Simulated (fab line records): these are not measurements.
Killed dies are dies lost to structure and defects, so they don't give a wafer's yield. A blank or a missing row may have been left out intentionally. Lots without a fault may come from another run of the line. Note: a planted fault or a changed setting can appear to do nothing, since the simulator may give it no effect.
What tool caused it? ; flow nand harc ; 24 lots with 72 wafers sampled at 6 steps, on a route of 1159 steps

## WHAT THE GAUGES SHOWED, per wafer
Not one reading of a measure or inspect step in the record can be checked against a usual standard deviation.

## WHAT TOOL EACH LOT RAN ON (gives the tool, then ch and the chambers of the sampled wafers, and finally the start)
lot;NHARC_A_STAIRCASE_STRIP_175;NHARC_A_STAIRCASE_ETCH_192;NHARC_A_STAIRCASE_ETCH_194;NHARC_A_STAIRCASE_TRIM_200;NHARC_A_STAIRCASE_ETCH_221;NHARC_A_STAIRCASE_ETCH_234
L074;plasma asher-01 ch 0,1, day 10 21:59;rie diel-06 ch 2,3, no start;rie diel-06 ch 0,1,2, no start;rie diel-11 ch 1,2, no start;rie diel-01 ch 1,2,3, no start;rie diel-01 ch 0,1,2, no start
L076;plasma asher-01 ch 0,1, day 11 02:34;rie diel-11 ch 1,3, no start;rie diel-11 ch 1,2,3, no start;rie diel-11 ch 0,2,3, no start;rie diel-11 ch 0,1,3, no start;rie diel-01 ch 0,1, no start
L075;plasma asher-02 ch 0,1, day 11 02:50;rie diel-11 ch 1,2, no start;rie diel-11 ch 0,1,2, no start;rie diel-01 ch 1,2, no start;rie diel-11 ch 2,3, no start;rie diel-06 ch 0,2,3, no start
L078;plasma asher-01 ch 0,1, day 11 10:27;rie diel-11 ch 0,1,2, no start;rie diel-11 ch 0,1,2, no start;rie diel-11 ch 0,2,3, no start;rie diel-06 ch 1,2, no start;rie diel-06 ch 2,3, no start
L077;plasma asher-02 ch 0,1, day 11 10:42;rie diel-06 ch 1,3, no start;rie diel-06 ch 0,2, no start;rie diel-06 ch 0,2,3, no start;rie diel-06 ch 0,1,2, no start;rie diel-01 ch 0,1,3, no start
L080;plasma asher-01 ch 0,1, day 12 06:19;rie diel-06 ch 0,2,3, no start;rie diel-06 ch 0,2,3, no start;rie diel-11 ch 0,2,3, no start;rie diel-11 ch 0,2,3, no start;rie diel-11 ch 0,2,3, no start
L079;plasma asher-02 ch 0,1, day 12 06:26;rie diel-01 ch 0,3, no start;rie diel-01 ch 0,3, no start;rie diel-11 ch 0,3, no start;rie diel-11 ch 1,2, no start;rie diel-01 ch 0,1,3, no start
L083;plasma asher-02 ch 0,1, day 12 18:24;rie diel-06 ch 0,1, no start;rie diel-06 ch 0,1, no start;rie diel-06 ch 1,3, no start;rie diel-06 ch 1,2,3, no start;rie diel-06 ch 2,3, no start
L082;plasma asher-02 ch 0,1, day 12 18:50;rie diel-11 ch 2,3, no start;rie diel-11 ch 1,3, no start;rie diel-01 ch 0,1, no start;rie diel-11 ch 1,2,3, no start;rie diel-11 ch 1,2,3, no start
L081;plasma asher-01 ch 0,1, day 13 00:35;rie diel-06 ch 1,3, no start;rie diel-06 ch 1,2,3, no start;rie diel-11 ch 0,1, no start;rie diel-06 ch 0,1, no start;rie diel-11 ch 2,3, no start
L084;plasma asher-01 ch 0,1, day 13 10:30;rie diel-06 ch 1,3, no start;rie diel-06 ch 2,3, no start;rie diel-06 ch 0,2, no start;rie diel-06 ch 0,3, no start;rie diel-06 ch 0,2,3, no start
L085;plasma asher-02 ch 0,1, day 13 14:53;rie diel-01 ch 0,1,3, no start;rie diel-01 ch 0,1, no start;rie diel-11 ch 1,2,3, no start;rie diel-06 ch 0,1,3, no start;rie diel-01 ch 2,3, no start
L087;plasma asher-01 ch 0,1, day 14 02:42;rie diel-11 ch 0,1,2, no start;rie diel-11 ch 0,1,3, no start;rie diel-06 ch 0,1,3, no start;rie diel-06 ch 0,2,3, no start;rie diel-06 ch 0,2,3, no start
L086;plasma asher-01 ch 1, day 14 03:02;rie diel-11 ch 1,2,3, no start;rie diel-11 ch 0,1,3, no start;rie diel-06 ch 0,1,2, no start;rie diel-06 ch 0,1, no start;rie diel-11 ch 0,3, no start
L088;plasma asher-02 ch 0,1, day 14 16:01;rie diel-11 ch 0,1, no start;rie diel-11 ch 1,2, no start;rie diel-06 ch 1,2,3, no start;rie diel-01 ch 0,1, no start;rie diel-01 ch 2,3, no start
L089;plasma asher-02 ch 0,1, day 14 16:31;rie diel-06 ch 1,2,3, no start;rie diel-06 ch 0,1,3, no start;rie diel-01 ch 1,2, no start;rie diel-11 ch 0,1,2, no start;rie diel-11 ch 0,1,2, no start
L091;plasma asher-02 ch 0,1, day 14 20:31;rie diel-06 ch 1,3, no start;rie diel-06 ch 1,2,3, no start;rie diel-06 ch 1,2,3, no start;rie diel-06 ch 0,2,3, no start;rie diel-06 ch 1,2, no start
L092;plasma asher-02 ch 0,1, day 14 22:03;rie diel-11 ch 1,2,3, no start;rie diel-11 ch 0,2,3, no start;rie diel-06 ch 0,1,2, no start;rie diel-06 ch 0,1,2, no start;rie diel-06 ch 0,1,3, no start
L090;plasma asher-01 ch 0,1, day 14 22:25;rie diel-11 ch 1,2,3, no start;rie diel-11 ch 0,2,3, no start;rie diel-11 ch 0,1,2, no start;rie diel-01 ch 0,1,2, no start;rie diel-11 ch 1,2,3, no start
L093;plasma asher-02 ch 0,1, day 15 06:40;rie diel-06 ch 1,2,3, no start;rie diel-06 ch 1,2,3, no start;rie diel-06 ch 0,1,3, no start;rie diel-06 ch 1,2,3, no start;rie diel-01 ch 0,1,3, no start
L094;plasma asher-02 ch 0,1, day 15 20:02;rie diel-01 ch 0,1,3, no start;rie diel-01 ch 1,2,3, no start;rie diel-01 ch 1,2,3, no start;rie diel-06 ch 1,2, no start;rie diel-06 ch 0,2, no start
L096;plasma asher-01 ch 0,1, day 16 05:44;rie diel-06 ch 0,1,2, no start;rie diel-06 ch 1,2,3, no start;rie diel-01 ch 0,2, no start;rie diel-01 ch 0,2,3, no start;rie diel-06 ch 0,2, no start
L097;plasma asher-01 ch 0,1, day 16 06:18;rie diel-06 ch 0,1,3, no start;rie diel-06 ch 0,2,3, no start;rie diel-06 ch 0,1,2, no start;rie diel-06 ch 1,2,3, no start;rie diel-06 ch 0,1,2, no start
L095;plasma asher-01 ch 0,1, day 16 07:51;rie diel-06 ch 0,1,2, no start;rie diel-06 ch 1,2,3, no start;rie diel-06 ch 1,2,3, no start;rie diel-01 ch 0,1,2, no start;rie diel-01 ch 2,3, no start
- NHARC_A_STAIRCASE_STRIP_175: strips in O2.
- NHARC_A_STAIRCASE_ETCH_192: etches the open film in C4F8/O2, target depth 100 nm, time 40.5 s.
- NHARC_A_STAIRCASE_ETCH_194: etches the open film in C4F8/O2, target depth 100 nm, time 40.5 s.
- NHARC_A_STAIRCASE_TRIM_200: chemistry O2, time 211.2 s.
- NHARC_A_STAIRCASE_ETCH_221: etches the open film in C4F8/O2, target depth 100 nm, time 40.5 s.
- NHARC_A_STAIRCASE_ETCH_234: etches the open film in C4F8/O2, target depth 100 nm, time 40.5 s.

## WHAT THE TOOLS THEMSELVES READ (means of the sampled wafers that have a number; where no wafer has one, the mark that the record gives instead)
NHARC_A_STAIRCASE_STRIP_175. Usual: drypump motor current A 6.0 A, standard deviation 0.41; heater power w 317 W, standard deviation 9.5; temp c 249.98 C, standard deviation 0.18.
lot;tool;drypump motor current A (A);heater power w (W);temp c (C);flag
L074;plasma asher-01;6.0;321;250.10;
L076;plasma asher-01;6.0;322;250.05;
L075;plasma asher-02;5.9;310;250.22;
L078;plasma asher-01;6.0;321;249.93;
L077;plasma asher-02;6.2;316;250.00;
L080;plasma asher-01;5.7;310;250.07;
L079;plasma asher-02;6.2;315;250.03;
L083;plasma asher-02;5.9;310;249.77;
L082;plasma asher-02;5.9;311;249.77;
L081;plasma asher-01;6.0;321;250.09;
L084;plasma asher-01;5.7;328;249.92;
L085;plasma asher-02;6.2;318;249.97;
L087;plasma asher-01;5.7;326;250.14;
L086;plasma asher-01;6.3;318;249.88;
L088;plasma asher-02;6.2;313;249.94;
L089;plasma asher-02;6.2;313;249.94;
L091;plasma asher-02;6.2;317;250.03;
L092;plasma asher-02;5.9;312;250.03;
L090;plasma asher-01;6.0;321;250.12;
L093;plasma asher-02;6.2;315;250.05;
L094;plasma asher-02;6.2;313;249.91;
L096;plasma asher-01;6.0;321;249.94;
L097;plasma asher-01;5.7;326;250.03;
L095;plasma asher-01;5.7;324;249.84;

NHARC_A_STAIRCASE_ETCH_192. Usual: oes product au 0.939 a.u., standard deviation 0.01; rf vpp V 898 V, standard deviation 5.3.
lot;tool;oes product au (a.u.);rf vpp V (V);flag
L074;rie diel-06;0.929;898;
L076;rie diel-11;0.935;892;
L075;rie diel-11;0.933;904;
L078;rie diel-11;0.955;901;
L077;rie diel-06;0.949;903;
L080;rie diel-06;0.941;897;
L079;rie diel-01;0.940;896;
L083;rie diel-06;0.950;896;
L082;rie diel-11;0.961;900;
L081;rie diel-06;0.930;902;
L084;rie diel-06;0.944;902;
L085;rie diel-01;0.936;893;
L087;rie diel-11;0.931;902;
L086;rie diel-11;0.927;898;
L088;rie diel-11;0.930;900;
L089;rie diel-06;0.945;899;
L091;rie diel-06;0.951;902;
L092;rie diel-11;0.925;897;
L090;rie diel-11;0.936;898;
L093;rie diel-06;0.947;900;
L094;rie diel-01;0.934;900;
L096;rie diel-06;0.944;896;
L097;rie diel-06;0.937;899;
L095;rie diel-06;0.938;896;

NHARC_A_STAIRCASE_ETCH_194. Usual: oes product au 0.939 a.u., standard deviation 0.0094; rf vpp V 898 V, standard deviation 5.1.
lot;tool;oes product au (a.u.);rf vpp V (V);flag
L074;rie diel-06;0.937;897;
L076;rie diel-11;0.923;898;
L075;rie diel-11;0.936;902;
L078;rie diel-11;0.957;902;
L077;rie diel-06;0.939;894;
L080;rie diel-06;0.936;896;
L079;rie diel-01;0.936;899;
L083;rie diel-06;0.951;897;
L082;rie diel-11;0.932;896;
L081;rie diel-06;0.940;900;
L084;rie diel-06;0.955;896;
L085;rie diel-01;0.934;891;
L087;rie diel-11;0.928;896;
L086;rie diel-11;0.933;896;
L088;rie diel-11;0.931;903;
L089;rie diel-06;0.937;899;
L091;rie diel-06;0.947;900;
L092;rie diel-11;0.934;899;
L090;rie diel-11;0.940;899;
L093;rie diel-06;0.943;899;
L094;rie diel-01;0.937;897;
L096;rie diel-06;0.941;899;
L097;rie diel-06;0.943;896;
L095;rie diel-06;0.945;898;

NHARC_A_STAIRCASE_TRIM_200. Usual: drypump motor current A 5.7 A, standard deviation 0.4; o2 flow sccm 499.9 sccm, standard deviation 1.5; oes product au 0.999 a.u., standard deviation 0.0083; rf vpp V 57.8 V, standard deviation 0.88; showerhead plenum p Torr 3.58 Torr, standard deviation 0.15; throttle valve pct 17.035 %, standard deviation 0.009.
lot;tool;drypump motor current A (A);o2 flow sccm (sccm);oes product au (a.u.);rf vpp V (V);showerhead plenum p Torr (Torr);throttle valve pct (%);flag
L074;rie diel-11;5.8;499.9;0.988;58.3;3.73;17.041;
L076;rie diel-11;5.6;499.7;1.001;57.3;3.62;17.042;
L075;rie diel-01;5.9;501.5;0.989;57.1;3.34;17.035;
L078;rie diel-11;5.6;499.1;1.000;58.3;3.62;17.041;
L077;rie diel-06;5.6;497.4;1.001;58.3;3.55;17.037;
L080;rie diel-11;5.6;501.8;0.996;58.0;3.61;17.038;
L079;rie diel-11;5.6;499.1;0.995;57.9;3.58;17.027;
L083;rie diel-06;5.5;500.1;0.999;57.1;3.71;17.038;
L082;rie diel-01;6.3;498.5;1.002;57.8;3.53;17.033;
L081;rie diel-11;5.8;498.8;0.996;58.8;3.66;17.031;
L084;rie diel-06;6.0;497.7;1.011;57.4;3.46;17.028;
L085;rie diel-11;5.9;500.9;0.995;57.4;3.57;17.029;
L087;rie diel-06;5.7;500.6;0.992;58.8;3.61;17.037;
L086;rie diel-06;5.7;500.9;1.007;57.1;3.55;17.022;
L088;rie diel-06;5.4;499.1;0.995;58.2;3.62;17.030;
L089;rie diel-01;5.8;502.2;1.005;57.9;3.54;17.044;
L091;rie diel-06;5.3;499.7;1.006;58.3;3.62;17.036;
L092;rie diel-06;5.7;500.6;0.999;57.8;3.54;17.039;
L090;rie diel-11;5.8;501.7;1.000;57.1;3.68;17.034;
L093;rie diel-06;5.7;501.0;0.997;57.7;3.61;17.035;
L094;rie diel-01;5.8;499.9;1.001;57.4;3.56;17.031;
L096;rie diel-01;6.2;500.1;1.013;57.3;3.56;17.035;
L097;rie diel-06;5.7;499.6;0.994;58.2;3.54;17.025;
L095;rie diel-06;5.4;499.7;0.997;57.8;3.61;17.044;

NHARC_A_STAIRCASE_ETCH_221. Usual: oes product au 0.936 a.u., standard deviation 0.011; rf vpp V 898 V, standard deviation 5.3.
lot;tool;oes product au (a.u.);rf vpp V (V);flag
L074;rie diel-01;0.932;892;
L076;rie diel-11;0.927;897;
L075;rie diel-11;0.923;900;
L078;rie diel-06;0.941;897;
L077;rie diel-06;0.931;896;
L080;rie diel-11;0.954;899;
L079;rie diel-11;0.931;904;
L083;rie diel-06;0.940;899;
L082;rie diel-11;0.958;897;
L081;rie diel-06;0.939;900;
L084;rie diel-06;0.937;899;
L085;rie diel-06;0.925;898;
L087;rie diel-06;0.945;897;
L086;rie diel-06;0.931;900;
L088;rie diel-01;0.933;904;
L089;rie diel-11;0.935;901;
L091;rie diel-06;0.945;896;
L092;rie diel-06;0.930;896;
L090;rie diel-01;0.939;900;
L093;rie diel-06;0.921;899;
L094;rie diel-06;0.948;900;
L096;rie diel-01;0.937;895;
L097;rie diel-06;0.937;899;
L095;rie diel-01;0.928;898;

NHARC_A_STAIRCASE_ETCH_234. Usual: oes product au 0.941 a.u., standard deviation 0.0093; rf vpp V 897 V, standard deviation 5.5.
lot;tool;oes product au (a.u.);rf vpp V (V);flag
L074;rie diel-01;0.942;894;
L076;rie diel-01;0.936;896;
L075;rie diel-06;0.938;897;
L078;rie diel-06;0.943;899;
L077;rie diel-01;0.927;895;
L080;rie diel-11;0.940;899;
L079;rie diel-01;0.944;894;
L083;rie diel-06;0.933;901;
L082;rie diel-11;0.945;898;
L081;rie diel-11;0.958;895;
L084;rie diel-06;0.953;896;
L085;rie diel-01;0.944;893;
L087;rie diel-06;0.937;897;
L086;rie diel-11;0.939;897;
L088;rie diel-01;0.938;892;
L089;rie diel-11;0.929;901;
L091;rie diel-06;0.945;900;
L092;rie diel-06;0.945;899;
L090;rie diel-11;0.935;898;
L093;rie diel-01;0.956;900;
L094;rie diel-06;0.942;894;
L096;rie diel-06;0.935;892;
L097;rie diel-06;0.933;896;
L095;rie diel-01;0.949;893;

## THE ANSWER, worked out from the rows above alone
Rule: take the mean of a lot's wafers that have a number; if it is more than 3 standard deviations from the usual mean, the lot is off. A lot without any number at a reading at which 4 lots or more have one is off too. All remaining lots with rows at the step are treated as sound. First the gauges in route order, then the tools' own readings, where a lot's mean is used as printed above. At the first step where some lot is off, the reading lying furthest off is the one used; lots without a number count as furthest.
No lot is off at any reading shown: from this, nothing can be told.

## WHAT THE SIMULATOR HAD INSERTED
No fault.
